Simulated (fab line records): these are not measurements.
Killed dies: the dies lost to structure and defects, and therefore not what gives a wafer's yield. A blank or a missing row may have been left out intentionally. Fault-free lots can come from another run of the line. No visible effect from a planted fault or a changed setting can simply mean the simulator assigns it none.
fab line records -- flow nand_harc
record: lots: 14, wafers: 42, last_day: 32
route steps=1302 shown A_BLC@1118 A_M0@1145
lots that met no fault: from a run of the same line without faults
start_h: hours from the record's first day to the start of the lot's first wafer shown -- wait_h: how many hours have passed since the lot's step before this one -- " repeats the value in the row above -- L1.1+2: several wafers, shown together as one row -- - no value present, or no start provided -- * or withheld: withheld -- < > ~ a bound
route shown NAME@n: names a module that has steps shown in the file, with the first one's number in the route -- usual: the fault-free wafers' mean and standard deviation -- same: alike in all rows -- chamber/n: place in a boat -- sites: readings site by site -- _std_site: standard deviation of those values -- _edge_site: outer sites' mean less inner sites' -- radius_mm: how far each site lies from the wafer's centre -- mask NAME#n: copy n -- behind: tool/chamber where the wafer was last shaped -- hold: the reason the lot was held/the length of the hold in hours/how it ended -- device: names the non-switching transistor (n, p or np) -- end of line: the tests these same wafers got at the end of their route -- where a step has no rows: the recipe by itself -- killed: count of dies lost to structure and defects at first sort (not the wafer's yield) -- map: dies across one wafer; x = killed, . = not, _ = none there
set.NAME: the setting the step ran with; set.NAME@STEP: the setting that earlier step ran with -- model.NAME: the simulator's own value behind a step, which no gauge read
the route's steps for a sample of lots (tables are steps, rows are wafers)
services: the hour from which a tool's chamber was out of use, counted from the record's first day as start_h (under 0 if before that day), plus the number of hours and why
== steps ==
step: NHARC_A_BLC_OVL_MEAS_11
usual: overlay_x_nm: -0.2/0.82, overlay_y_nm: 0.2/0.89
lot.wafer,tool,chamber,start_h,wait_h,overlay_x_nm,overlay_y_nm
L826.2,overlay-02,-,523.62,-,-0.6,-0.3
L826.4,overlay-02,-,523.62,-,-0.5,0.3
L826.5,overlay-02,-,523.62,-,-0.4,0.2
L828.1,overlay-02,-,540.53,-,-0.6,0.6
L828.2,overlay-02,-,540.53,-,0.2,0.5
L828.3,overlay-02,-,540.53,-,-0.7,0.3
L830.2,overlay-01,-,545.62,-,-0.3,1.0
L830.4,overlay-01,-,545.62,-,0.1,0.1
L830.6,overlay-01,-,545.62,-,0.1,1.0
L829.1,overlay-01,-,547.39,-,-0.3,-0.5
L829.4,overlay-01,-,547.39,-,0.2,-0.3
L829.5,overlay-01,-,547.39,-,0.5,-0.9
L831.1,overlay-01,-,563.04,-,1.4,0.5
L831.2,overlay-01,-,563.04,-,0.6,0.4
L831.4,overlay-01,-,563.04,-,1.0,0.5
L832.1,overlay-01,-,577.99,-,1.0,-1.6
L832.2,overlay-01,-,577.99,-,0.9,-1.1
L832.6,overlay-01,-,577.99,-,1.3,-1.6
L833.1,overlay-01,-,595.70,-,-0.3,0.1
L833.3,overlay-01,-,595.70,-,-0.3,0.3
L833.4,overlay-01,-,595.70,-,0.4,0.5
L836.2,overlay-02,-,616.50,-,-0.1,0.0
L836.5,overlay-02,-,616.50,-,-0.2,-0.5
L836.6,overlay-02,-,616.50,-,-0.2,-0.2
L837.3,overlay-01,-,620.54,-,0.1,0.3
L837.4,overlay-01,-,620.54,-,-0.1,0.5
L837.5,overlay-01,-,620.54,-,0.3,0.9
L838.1,overlay-02,-,638.88,-,-1.0,-0.9
L838.3,overlay-02,-,638.88,-,-1.2,-0.5
L838.6,overlay-02,-,638.88,-,-1.2,-0.5
L840.1,overlay-01,-,661.70,-,-0.7,0.9
L840.3,overlay-01,-,661.70,-,-0.2,1.4
L840.4,overlay-01,-,661.70,-,-0.6,1.3
L844.1,overlay-01,-,703.05,-,-1.4,-0.1
L844.2,overlay-01,-,703.05,-,-1.6,-1.3
L844.4,overlay-01,-,703.05,-,-1.9,-0.1
L847.4,overlay-01,-,732.57,-,0.9,1.2
L847.5,overlay-01,-,732.57,-,0.7,1.1
L847.6,overlay-01,-,732.57,-,0.9,0.6
L848.1,overlay-01,-,734.05,-,-0.5,1.1
L848.2,overlay-01,-,734.05,-,-0.7,1.1
L848.5,overlay-01,-,734.05,-,-0.4,0.4
step: NHARC_A_BLC_ALD_23
recipe: target_thk_a: 30, pulse_time_s: 1, ald_cycles: 150, temp_c: 450, material: TiN
usual: heater_power_w: 1087/100, precursor_pulse_height_rel: 1.003/0.021
same: ald_cycles: 150
lot.wafer,tool,chamber,start_h,wait_h,heater_power_w,precursor_pulse_height_rel
L826.2,ald_metal-03,0,525.51,-,901,1.029
L826.4,ald_metal-03,3,525.51,-,1308,0.973
L826.5,ald_metal-03,1,525.51,-,1006,1.050
L828.3,ald_metal-02,0,542.81,-,1072,1.009
L828.1,ald_metal-02,1,542.81,-,1184,1.002
L828.2,ald_metal-02,2,542.81,-,1192,1.025
L830.2,ald_metal-01,3,547.53,-,1192,0.959
L830.4,ald_metal-01,2,547.53,-,1080,1.011
L830.6,ald_metal-01,3,547.53,-,1180,1.017
L829.1,ald_metal-02,3,549.32,-,903,1.034
L829.4,ald_metal-02,0,549.32,-,1067,0.975
L829.5,ald_metal-02,3,549.32,-,882,0.963
L831.4,ald_metal-02,1,564.95,-,1205,1.018
L831.1,ald_metal-02,3,564.95,-,907,0.990
L831.2,ald_metal-02,0,564.95,-,1051,1.010
L832.1,ald_metal-03,3,579.91,-,1326,1.025
L832.2,ald_metal-03,0,579.91,-,879,0.997
L832.6,ald_metal-03,3,579.91,-,1335,1.013
L833.4,ald_metal-02,1,597.60,-,1182,1.024
L833.3,ald_metal-02,2,597.60,-,1174,1.013
L833.1,ald_metal-02,0,597.60,-,1048,1.006
L836.2,ald_metal-01,3,618.43,-,1183,1.018
L836.6,ald_metal-01,2,618.43,-,1102,0.978
L836.5,ald_metal-01,3,618.43,-,1194,0.976
L837.4,ald_metal-01,1,622.47,-,1062,1.028
L837.3,ald_metal-01,3,622.47,-,1211,1.000
L837.5,ald_metal-01,1,622.47,-,1072,1.017
L838.3,ald_metal-02,0,640.82,-,1030,1.014
L838.1,ald_metal-02,2,640.82,-,1127,1.022
L838.6,ald_metal-02,0,640.82,-,1071,0.981
L840.3,ald_metal-01,3,663.61,-,1222,0.991
L840.4,ald_metal-01,1,663.61,-,1048,1.016
L840.1,ald_metal-01,2,663.61,-,1115,1.007
L844.2,ald_metal-02,3,705.07,-,958,0.999
L844.1,ald_metal-02,0,705.07,-,1060,1.022
L844.4,ald_metal-02,1,705.07,-,1137,1.013
L847.4,ald_metal-03,2,734.59,-,1041,0.992
L847.5,ald_metal-03,3,734.59,-,1348,0.993
L847.6,ald_metal-03,0,734.59,-,917,1.025
L848.1,ald_metal-02,3,736.19,-,975,0.990
L848.2,ald_metal-02,0,736.19,-,1049,0.980
L848.5,ald_metal-02,2,736.19,-,1156,1.036
step: NHARC_A_M0_PEB_07
recipe: peb_temp_c: 100, peb_time_s: 65
usual: heater_power_total_W: 156.6/0.43, plate_temp_C: 100.02/0.13
lot.wafer,tool,chamber,start_h,wait_h,heater_power_total_W,plate_temp_C
L826.2,litho_track-01,0,527.35,0.1,157.0,100.19
L826.4,litho_track-01,0,527.35,0.1,156.6,100.00
L826.5,litho_track-01,0,527.35,0.1,156.7,99.96
L828.1,litho_track-06,0,544.76,0.1,156.4,99.86
L828.2,litho_track-06,0,544.76,0.1,156.2,99.81
L828.3,litho_track-06,0,544.76,0.1,155.9,99.84
L830.2,litho_track-01,0,549.62,0.1,156.0,99.98
L830.4,litho_track-01,0,549.62,0.1,156.0,100.13
L830.6,litho_track-01,0,549.62,0.1,157.2,100.08
L829.1,litho_track-06,0,551.43,0.1,156.1,99.91
L829.4,litho_track-06,0,551.43,0.1,157.1,100.06
L829.5,litho_track-06,0,551.43,0.1,156.0,99.88
L831.1,litho_track-04,0,566.89,0.1,156.9,100.08
L831.2,litho_track-04,0,566.89,0.1,156.6,100.03
L831.4,litho_track-04,0,566.89,0.1,157.2,100.01
L832.1,litho_track-01,0,581.72,0.1,156.3,99.89
L832.2,litho_track-01,0,581.72,0.1,156.7,100.04
L832.6,litho_track-01,0,581.72,0.1,156.0,100.05
L833.1,litho_track-04,0,599.56,0.1,156.8,100.10
L833.3,litho_track-04,0,599.56,0.1,157.2,99.97
L833.4,litho_track-04,0,599.56,0.1,155.9,99.95
L836.2,litho_track-06,0,620.24,0.1,156.4,100.09
L836.5,litho_track-06,0,620.24,0.1,157.1,100.16
L836.6,litho_track-06,0,620.24,0.1,156.7,99.97
L837.3,litho_track-01,0,624.28,0.0,155.9,100.16
L837.4,litho_track-01,0,624.28,0.0,157.0,100.08
L837.5,litho_track-01,0,624.28,0.0,156.1,99.75
L838.1,litho_track-04,0,642.66,0.1,155.9,100.10
L838.3,litho_track-04,0,642.66,0.1,157.0,100.19
L838.6,litho_track-04,0,642.66,0.1,157.1,99.99
L840.1,litho_track-04,0,665.56,0.1,157.2,100.06
L840.3,litho_track-04,0,665.56,0.1,157.0,100.07
L840.4,litho_track-04,0,665.56,0.1,156.3,100.18
L844.1,litho_track-01,0,707.02,0.1,156.4,99.95
L844.2,litho_track-01,0,707.02,0.1,156.2,100.13
L844.4,litho_track-01,0,707.02,0.1,156.5,100.15
L847.4,litho_track-04,0,738.09,0.0,176.8,109.47
L847.5,litho_track-04,0,738.09,0.0,177.2,109.34
L847.6,litho_track-04,0,738.09,0.0,177.1,109.43
L848.1,litho_track-04,0,739.92,0.1,177.1,109.09
L848.2,litho_track-04,0,739.92,0.1,177.2,109.13
L848.5,litho_track-04,0,739.92,0.1,176.3,109.16
step: NHARC_A_M0_CD_MEAS_09
recipe: target_cd_nm: 80, landing_energy_ev: 500
usual: cd_nm: 80.2/0.83
lot.wafer,tool,chamber,start_h,wait_h,hold,cd_nm
L826.2,cd_sem-01,0,527.43,-,-,81.2
L826.4,cd_sem-01,0,527.43,-,-,80.8
L826.5,cd_sem-01,0,527.43,-,-,81.6
L828.1,cd_sem-02,0,544.84,-,-,79.4
L828.2,cd_sem-02,0,544.84,-,-,80.9
L828.3,cd_sem-02,0,544.84,-,-,80.7
L830.2,cd_sem-03,0,549.70,-,-,81.3
L830.4,cd_sem-03,0,549.70,-,-,80.1
L830.6,cd_sem-03,0,549.70,-,-,80.5
L829.1,cd_sem-02,0,551.51,-,-,81.0
L829.4,cd_sem-02,0,551.51,-,-,80.5
L829.5,cd_sem-02,0,551.51,-,-,78.7
L831.1,cd_sem-03,0,566.97,-,-,81.6
L831.2,cd_sem-03,0,566.97,-,-,80.7
L831.4,cd_sem-03,0,566.97,-,-,81.1
L832.1,cd_sem-03,0,581.80,-,-,79.2
L832.2,cd_sem-03,0,581.80,-,-,79.1
L832.6,cd_sem-03,0,581.80,-,-,79.9
L833.1,cd_sem-02,0,599.64,-,-,78.5
L833.3,cd_sem-02,0,599.64,-,-,81.0
L833.4,cd_sem-02,0,599.64,-,-,78.6
L836.2,cd_sem-03,0,620.32,-,-,79.9
L836.5,cd_sem-03,0,620.32,-,-,80.1
L836.6,cd_sem-03,0,620.32,-,-,81.1
L837.3,cd_sem-03,0,624.36,-,-,80.2
L837.4,cd_sem-03,0,624.36,-,-,80.0
L837.5,cd_sem-03,0,624.36,-,-,80.2
L838.1,cd_sem-02,0,642.74,-,-,80.8
L838.3,cd_sem-02,0,642.74,-,-,80.5
L838.6,cd_sem-02,0,642.74,-,-,80.5
L840.1,cd_sem-01,0,665.64,-,-,81.1
L840.3,cd_sem-01,0,665.64,-,-,79.0
L840.4,cd_sem-01,0,665.64,-,-,81.4
L844.1,cd_sem-02,0,707.10,-,-,79.5
L844.2,cd_sem-02,0,707.10,-,-,80.6
L844.4,cd_sem-02,0,707.10,-,-,79.1
L847.4,cd_sem-02,0,738.17,-,await_dispo/0.2h/release,110.1
L847.5,cd_sem-02,0,738.17,-,await_dispo/0.2h/release,108.1
L847.6,cd_sem-02,0,738.17,-,await_dispo/0.2h/release,110.3
L847.4,cd_sem-02,0,-,-,-,109.7
L847.5,cd_sem-02,0,-,-,-,108.1
L847.6,cd_sem-02,0,-,-,-,110.6
L848.1,cd_sem-03,0,740.00,-,await_dispo/0.2h/release,109.3
L848.2,cd_sem-03,0,740.00,-,await_dispo/0.2h/release,108.3
L848.5,cd_sem-03,0,740.00,-,await_dispo/0.2h/release,107.8
L848.1,cd_sem-03,0,-,-,-,109.5
L848.2,cd_sem-03,0,-,-,-,108.8
L848.5,cd_sem-03,0,-,-,-,107.4
step: NHARC_A_M0_PRE_CLEAN_29
recipe: time_s: 30, temp_c: 280, gas: H2/He
usual: heater_power_w: 423/36
lot.wafer,tool,chamber,start_h,wait_h,heater_power_w
L826.4,pvd_sputter-02,-,-,-,425
L826.2,pvd_sputter-02,-,-,-,386
L826.5,pvd_sputter-02,-,-,-,421
L828.2,pvd_sputter-02,-,-,-,423
L828.1,pvd_sputter-02,-,-,-,382
L828.3,pvd_sputter-02,-,-,-,483
L830.4,pvd_sputter-02,-,-,-,412
L830.2,pvd_sputter-02,-,-,-,384
L830.6,pvd_sputter-02,-,-,-,459
L829.4,pvd_sputter-02,-,-,-,413
L829.1,pvd_sputter-02,-,-,-,464
L829.5,pvd_sputter-02,-,-,-,394
L831.1,pvd_sputter-01,-,-,-,441
L831.4,pvd_sputter-01,-,-,-,357
L831.2,pvd_sputter-01,-,-,-,461
L832.1,pvd_sputter-02,-,-,-,419
L832.2,pvd_sputter-02,-,-,-,471
L832.6,pvd_sputter-02,-,-,-,393
L833.4,pvd_sputter-02,-,-,-,409
L833.1,pvd_sputter-02,-,-,-,379
L833.3,pvd_sputter-02,-,-,-,406
L836.2,pvd_sputter-03,-,-,-,454
L836.5,pvd_sputter-03,-,-,-,476
L836.6,pvd_sputter-03,-,-,-,379
L837.4,pvd_sputter-02,-,-,-,420
L837.3,pvd_sputter-02,-,-,-,463
L837.5,pvd_sputter-02,-,-,-,397
L838.3,pvd_sputter-01,-,-,-,414
L838.1,pvd_sputter-01,-,-,-,472
L838.6,pvd_sputter-01,-,-,-,431
L840.4,pvd_sputter-02,-,-,-,399
L840.3,pvd_sputter-02,-,-,-,411
L840.1,pvd_sputter-02,-,-,-,480
L844.1,pvd_sputter-01,-,-,-,469
L844.4,pvd_sputter-01,-,-,-,422
L844.2,pvd_sputter-01,-,-,-,452
L848.1,pvd_sputter-01,-,-,-,450
L848.2,pvd_sputter-01,-,-,-,353
L848.5,pvd_sputter-01,-,-,-,457
L847.4,pvd_sputter-01,-,-,-,459
L847.5,pvd_sputter-01,-,-,-,467
L847.6,pvd_sputter-01,-,-,-,429
== services ==
tool,chamber,start_h,hours,kind
litho_track-01,-,505.00,7.0,pm
ald_metal-01,-,512.59,1.0,repair
ald_metal-01,-,526.00,10.0,pm
pvd_sputter-03,-,526.00,10.0,pm
litho_track-06,-,529.00,7.0,pm
ald_metal-03,-,534.91,1.3,repair
ald_metal-02,-,541.56,0.3,repair
pvd_sputter-01,-,549.41,6.2,repair
litho_track-04,-,553.01,7.0,pm
ald_metal-03,-,568.00,10.0,pm
pvd_sputter-01,-,582.00,10.0,pm
ald_metal-02,-,610.00,10.0,pm
ald_metal-02,-,635.79,0.9,repair
pvd_sputter-02,-,638.00,10.0,pm
litho_track-01,-,680.00,7.0,pm
pvd_sputter-02,-,681.13,1.2,repair
pvd_sputter-02,-,690.62,0.5,repair
ald_metal-01,-,704.00,10.0,pm
litho_track-06,-,704.00,7.0,pm
ald_metal-02,3,723.22,10.2,repair
litho_track-04,-,728.01,7.0,pm
pvd_sputter-02,-,730.59,3.2,repair
pvd_sputter-01,-,731.90,1.3,repair
ald_metal-03,-,746.00,10.0,pm
== key ==
first_sign: step: NHARC_A_M0_PEB_07, reading: plate_temp_C, direction: up, sigmas: 72, usual: *, struck: *
effect: step: NHARC_A_M0_PEB_07, reading: heater_power_total_W, direction: up, sigmas: 47, usual: *, struck: *
effect: step: NHARC_A_M0_CD_MEAS_09, reading: visit, direction: added
effect: step: NHARC_A_M0_CD_MEAS_09, reading: cd_nm, direction: up, sigmas: 35, usual: 80.2, struck: 109.0
met_at NHARC_A_M0_PEB_07
struck_lots L847,L848
later_rows_left_out L847.4,L847.5,L847.6,L848.1,L848.2,L848.5
sort_left_out L847.4,L847.5,L847.6,L848.1,L848.2,L848.5
not_acting_at NHARC_A_BLC_OVL_MEAS_11,NHARC_A_BLC_ALD_23,NHARC_A_M0_PRE_CLEAN_29
onset_between 665.56 738.09
fault: kind: process_parameter_drift, tool: litho_track-04, chamber: -, onset_h: 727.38, steps: NHARC_A_M0_PEB_07, channel: peb_temp_c, offset: *, shape: step, end_h: 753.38, acts_in: *, stated: *
sort_left_out: the simulated sort isn't trusted on such a fault, so these wafers' sort isn't shown, and their yield isn't known
later_rows_left_out: the simulator's readings of these wafers behind a module that went badly wrong aren't trusted and aren't shown, but for the sort
